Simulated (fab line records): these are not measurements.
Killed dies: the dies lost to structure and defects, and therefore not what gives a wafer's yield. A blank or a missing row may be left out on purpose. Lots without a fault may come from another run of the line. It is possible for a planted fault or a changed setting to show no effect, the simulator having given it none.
Chamber matching | flow n5 finfet | rie diel-05 running N5_BEOL_M5_ETCH_75: 4 sister chambers
The step etches underlayer in N2/H2, target depth 6.5 nm, time 5.2 s. 14 wafers are shown with their chamber, then 7 later ones without.

== WAFERS PAIRED WITH THEIR CHAMBERS ==
wafer  | chamber | showerhead plenum p Torr (Torr) | drypump motor current A (A) | throttle valve pct (%)
L074.2 | 1       | 2.44                            | 5.6                         | 17.71
L074.3 | 2       | 2.49                            | 6.5                         | 17.68
L074.6 | 3       | 2.46                            | 6.4                         | 17.82
L076.1 | 2       | 2.49                            | 6.5                         | 17.69
L076.4 | 1       | 2.44                            | 5.6                         | 17.72
L076.6 | 3       | 2.46                            | 6.3                         | 17.86
L075.2 | 0       | 2.63                            | 5.4                         | 17.97
L075.5 | 0       | 2.63                            | 5.5                         | 17.97
L075.6 | 1       | 2.44                            | 5.6                         | 17.75
L086.1 | 2       | 2.48                            | 6.5                         | 17.70
L086.2 | 3       | 2.45                            | 6.4                         | 17.88
L086.5 | 3       | 2.45                            | 6.3                         | 17.88
L091.1 | 2       | 2.48                            | 6.5                         | 17.75
L091.3 | 3       | 2.44                            | 6.3                         | 17.89

SIGNATURES (means of the wafers above)
reading                  | chamber 0 | chamber 1 | chamber 2 | chamber 3 | scatter within a chamber
showerhead plenum p Torr | 2.6300    | 2.4400    | 2.4850    | 2.4520    | 0.00616
drypump motor current A  | 5.450     | 5.600     | 6.500     | 6.340     | 0.0412
throttle valve pct       | 17.9700   | 17.7267   | 17.7050   | 17.8660   | 0.0262
Rule: a wafer lies at a distance from a chamber equal to the root of the sum of squares, over the readings, of (its reading less the chamber's mean, divided by the reading's scatter). If the next closest chamber is less than 2 further off than the closest, the wafer can't be placed; otherwise it belongs to the closest. The scatter is the square root of a quotient: the sum, over the shown wafers, of each reading's squared deviation from its chamber's mean, divided by wafers minus chambers.

== WAFERS WITH NO CHAMBER GIVEN ==
wafer  | showerhead plenum p Torr (Torr) | drypump motor current A (A) | throttle valve pct (%)
L091.4 | 2.61                            | 5.4                         | 18.03
L093.2 | 2.61                            | 5.4                         | 18.01
L093.5 | 2.48                            | 6.5                         | 17.75
L093.6 | 2.44                            | 6.4                         | 17.88
L094.1 | 2.44                            | 6.3                         | 17.89
L094.4 | 2.43                            | 5.6                         | 17.78
L094.6 | 2.43                            | 5.6                         | 17.81

== WHICH CHAMBER EACH ONE RAN IN ==
wafer  | from the rows above | in truth
L091.4 | 0                   | 0
L093.2 | 0                   | 0
L093.5 | 2                   | 2
L093.6 | 3                   | 3
L094.1 | 3                   | 3
L094.4 | 1                   | 1
L094.6 | 1                   | 1
Correctly placed: 7 of 7. From these rows, 0 cannot be placed. Wrongly placed: 0.
